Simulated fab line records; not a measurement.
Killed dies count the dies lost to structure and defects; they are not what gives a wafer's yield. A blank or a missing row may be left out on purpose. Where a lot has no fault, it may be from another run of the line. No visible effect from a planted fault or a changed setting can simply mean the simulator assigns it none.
Matching of chambers ; flow n5 finfet ; N5_BEOL_M5_STRIP_36 on rie diel-04: 4 sister chambers
The step strips in N2/H2. 8 wafers are shown with their chamber, then 8 later ones without.

## WAFERS, EACH WITH ITS CHAMBER
wafer;chamber;showerhead plenum p Torr (Torr);throttle valve pct (%)
L081.3;2;2.69;23.06
L081.6;2;2.69;23.05
L082.2;3;2.69;23.35
L090.3;0;2.50;23.34
L090.5;3;2.68;23.36
L089.1;0;2.50;23.34
L089.6;1;2.68;23.75
L093.1;1;2.68;23.78

## WAFERS WHOSE CHAMBER IS MISSING
wafer;showerhead plenum p Torr (Torr);throttle valve pct (%)
L093.2;2.68;23.38
L093.5;2.50;23.33
L094.1;2.68;23.37
L094.2;2.68;23.76
L094.4;2.69;23.05
L095.1;2.50;23.36
L095.3;2.67;23.77
L095.6;2.50;23.36

## THE CHAMBER EACH PASSED THROUGH
wafer;from the rows above;in truth
L093.2;3;3
L093.5;0;0
L094.1;3;3
L094.2;1;1
L094.4;2;2
L095.1;0;0
L095.3;1;1
L095.6;0;0
8 of 8 placed correctly. Left unplaced by these rows: 0. Wrongly placed: 0.
How it was worked out, from the rows above alone: a wafer's distance from a chamber is the root of the sum, over the readings, of the square of ((its reading less the chamber's mean) divided by the reading's scatter). The wafer belongs to the nearest chamber; if the next one is less than 2 further off, it can't be placed. For every chamber, the mean is computed from those of its wafers that are shown. The scatter: the root of (the sum of the squares of (reading less its chamber's mean) over the shown wafers, divided by (wafers less chambers)).
